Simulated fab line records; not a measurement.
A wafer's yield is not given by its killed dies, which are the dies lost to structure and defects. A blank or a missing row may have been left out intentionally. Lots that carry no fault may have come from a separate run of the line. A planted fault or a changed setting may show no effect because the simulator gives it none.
What tool caused it? -- flow nandHarc -- 12 lots, 36 wafers sampled, at 6 steps of a route of 1159

== WHAT EACH GAUGE READ, for each wafer ==
NHARC_P_M1_CD_MEAS_16.
lot,measured,on,cdNm (nm)
L485,day 6 10:43,cdSem-02,129.5 129.8 129.7
L486,day 6 13:55,cdSem-03,129.4 129.1 129.1
L488,day 6 21:10,cdSem-01,129.6 129.5 129.3
L490,day 7 13:02,cdSem-02,131.0 130.3 130.5
L491,day 7 23:20,cdSem-01,129.6 129.2 129.5
L492,day 8 02:57,cdSem-02,131.4 130.7 129.8
L493,day 8 07:24,cdSem-01,130.0 129.3 129.1
L496,day 9 06:07,cdSem-03,129.6 129.1 128.5
L500,day 10 07:47,cdSem-03,131.2 130.2 129.9
L503,day 10 22:23,cdSem-03,129.6 128.7 130.0
L504,day 10 23:20,cdSem-03,129.7 130.2 130.7
L506,day 11 18:05,cdSem-01,129.7 130.0 129.8

NHARC_P_M2_CD_MEAS_09: the cd target is 170 nm.
lot,measured,on,cdNm (nm)
L485,day 6 14:23,cdSem-01,169.9 170.3 169.4
L486,day 6 17:37,cdSem-03,171.0 169.9 171.0
L488,day 7 00:52,cdSem-03,169.8 169.8 169.2
L490,day 7 16:42,cdSem-01,170.9 170.3 170.1
L491,day 8 02:56,cdSem-03,171.1 170.9 170.3
L492,day 8 06:31,cdSem-03,169.3 169.7 169.7
L493,day 8 11:02,cdSem-03,169.7 169.4 169.9
L496,day 9 09:53,cdSem-01,177.9 176.9 177.9
L500,day 10 11:28,cdSem-01,176.5 175.8 176.0
L503,day 11 02:06,cdSem-02,171.1 170.5 171.3
L504,day 11 03:19,cdSem-02,171.5 170.5 170.2
L506,day 11 21:50,cdSem-03,170.1 171.0 171.0

NHARC_END_SORT_01.
lot,measured,on,defectLimitedYield (%),killedAtArray,killedAtOther,killedAtPeriphery,killedDies,killedOpen,killedShort,sort_bin_2_pct (%),sort_bin_3_pct (%),sort_bin_4_pct (%),sortNPass,sortRimYieldPct (%),sortYieldPct (%)
L506,day 25 12:46,prober-02,96.8 95.9 95.4,19 23 26,1 4 3,2 1 2,22 28 31,6 0 6,1 2 0,1.2 1.3 1.5,0.15 0.44 0,1.9 2.4 3.1,655 649 646,95.3 97.2 100.0,96.8 95.9 95.4

== WHICH TOOL RAN EACH LOT (tool, then ch and the chambers of the sampled wafers, then the start) ==
lot,NHARC_P_M1_STRIP_18,NHARC_P_M1_PVD_20,NHARC_P_M2_PEB_07
L485,"rieDiel-04 ch 1,2, day 6 10:49","pvdSputter-01, day 6 14:17 or earlier","lithoTrack-04 ch 0, day 6 14:17"
L486,"rieDiel-08 ch 0,2,3, day 6 14:00","pvdSputter-02, day 6 17:32 or earlier","lithoTrack-06 ch 0, day 6 17:32"
L488,"rieDiel-08 ch 1,2,3, day 6 21:14","pvdSputter-03, day 7 00:47 or earlier","lithoTrack-01 ch 0, day 7 00:47"
L490,"rieDiel-04 ch 1,2,3, day 7 13:10","pvdSputter-01, day 7 16:37 or earlier","lithoTrack-06 ch 0, day 7 16:37"
L491,"rieDiel-04 ch 0,2,3, day 7 23:29","pvdSputter-03, day 8 02:52 or earlier","lithoTrack-06 ch 0, day 8 02:52"
L492,"rieDiel-10 ch 0,1,2, day 8 03:04","pvdSputter-01, day 8 06:26 or earlier","lithoTrack-01 ch 0, day 8 06:26"
L493,"rieDiel-08 ch 0,2,3, day 8 07:28","pvdSputter-02, day 8 10:58 or earlier","lithoTrack-04 ch 0, day 8 10:58"
L496,"rieDiel-04 ch 0,2,3, day 9 06:12","pvdSputter-03, day 9 09:49 or earlier","lithoTrack-04 ch 0, day 9 09:49"
L500,"rieDiel-10 ch 0,3, day 10 07:52","pvdSputter-03, day 10 11:23 or earlier","lithoTrack-04 ch 0, day 10 11:23"
L503,"rieDiel-08 ch 1,2,3, day 10 22:32","pvdSputter-02, day 11 02:01 or earlier","lithoTrack-06 ch 0, day 11 02:01"
L504,"rieDiel-10 ch 0,2,3, day 10 23:26","pvdSputter-03, day 11 03:14 or earlier","lithoTrack-06 ch 0, day 11 03:14"
L506,"rieDiel-04 ch 0,2, day 11 18:11","pvdSputter-02, day 11 21:45 or earlier","lithoTrack-06 ch 0, day 11 21:45"
- NHARC_P_M1_STRIP_18: strips in N2/H2.
- NHARC_P_M1_PVD_20: deposits TaN, target thk 5 nm, time 8.06 s.
- NHARC_P_M2_PEB_07: peb time 65 s.

== AS READ BY THE TOOLS THEMSELVES (means over the sampled wafers that have a number; for cases with no such wafer, the mark the record gives instead) ==
NHARC_P_M1_STRIP_18.
lot,tool,drypumpMotorCurrentA (A),oesProductAu (a.u.),rfVppV (V),showerheadPlenumPTorr (Torr),throttleValvePct (%)
L485,rieDiel-04,6.3,1.008,90.1,1.91,14.174
L486,rieDiel-08,5.6,1.003,90.9,2.06,14.173
L488,rieDiel-08,5.5,1.008,90.3,2.07,14.172
L490,rieDiel-04,5.8,1.002,90.1,1.96,14.168
L491,rieDiel-04,5.6,0.998,90.4,1.99,14.168
L492,rieDiel-10,5.7,1.004,91.0,2.15,14.170
L493,rieDiel-08,5.6,1.009,91.4,2.06,14.180
L496,rieDiel-04,5.6,1.000,90.5,1.99,14.179
L500,rieDiel-10,6.2,1.007,90.7,1.99,14.168
L503,rieDiel-08,5.5,0.997,90.7,2.07,14.177
L504,rieDiel-10,5.9,1.009,91.2,2.07,14.164
L506,rieDiel-04,5.9,1.005,90.1,1.98,14.181

NHARC_P_M1_PVD_20.
lot,tool,throttleValvePct (%)
L485,pvdSputter-01,31.1
L486,pvdSputter-02,28.2
L488,pvdSputter-03,29.6
L490,pvdSputter-01,29.9
L491,pvdSputter-03,29.5
L492,pvdSputter-01,30.1
L493,pvdSputter-02,28.4
L496,pvdSputter-03,30.2
L500,pvdSputter-03,29.6
L503,pvdSputter-02,29.0
L504,pvdSputter-03,30.3
L506,pvdSputter-02,28.9

NHARC_P_M2_PEB_07.
lot,tool,chillPlateTempC (C),heaterPowerTotalW (W),plateTempC (C)
L485,lithoTrack-04,23.23,156.9,99.91
L486,lithoTrack-06,22.95,156.8,99.92
L488,lithoTrack-01,23.03,156.9,100.21
L490,lithoTrack-06,23.13,156.5,100.08
L491,lithoTrack-06,22.99,156.3,100.07
L492,lithoTrack-01,23.00,156.9,99.86
L493,lithoTrack-04,23.05,156.6,100.06
L496,lithoTrack-04,22.92,161.1,102.21
L500,lithoTrack-04,23.01,161.8,101.96
L503,lithoTrack-06,23.25,156.6,100.08
L504,lithoTrack-06,23.01,156.5,99.74
L506,lithoTrack-06,22.96,156.1,99.93

== THE ANSWER, worked out from the rows above alone ==
Rule: what is usual is taken from the lots themselves. The widest of any qualifying gaps counts: lots, ordered by their means at a reading, are off when they make up no more than a third of the lots, leave a main group of 4 or more, and stand apart from it by 3 or more times the standard deviation of that group's means. The tables above print the reading to a certain number of digits; a main group whose means all agree to those digits is not used. A lot without any number at a reading at which 4 lots or more have one is off too. All remaining lots with rows at the step are treated as sound. First the gauges in route order, then the tools' own readings, where a lot's mean is used as printed above. At the first step where some lot is off, the reading lying furthest off is the one used; lots without a number count as furthest.
Off at NHARC_P_M2_CD_MEAS_09 (cdNm): L496, L500. The main group: mean 170.3 nm, standard deviation 0.52.
A tool fits if, at a process step before that reading, it ran every lot that is off, and no sound lot after the first of them. The gauges at NHARC_P_M2_CD_MEAS_09 aren't tried: what is off there is off at NHARC_P_M2_PEB_07 too, on other tools, and a gauge's error can't cause that. Because NHARC_P_M1_PVD_20 lacks a start for some lots, the hours and order of its lots are taken from NHARC_P_M2_PEB_07. One fits: lithoTrack-04 at NHARC_P_M2_PEB_07. Its last sound lot is L493 (day 8 10:58), its first lot that is off L496 (day 9 09:49): a fault that began between those two fits.
The tool's own readings at NHARC_P_M2_PEB_07 bear it out: on the lots that are off they differ by more than 5 times the standard deviation of the sound lots' means. heaterPowerTotalW reads 161.4 W there against 156.6 W on the sound lots; plateTempC reads 102.08 C there against 99.99 C on the sound lots.

== WHAT THE SIMULATOR HAD PUT IN ==
Drift in process parameters on lithoTrack-04 at NHARC_P_M2_PEB_07, starting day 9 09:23. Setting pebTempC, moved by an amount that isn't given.
Lots struck among those shown: L496, L500. Same finding as the rule above.
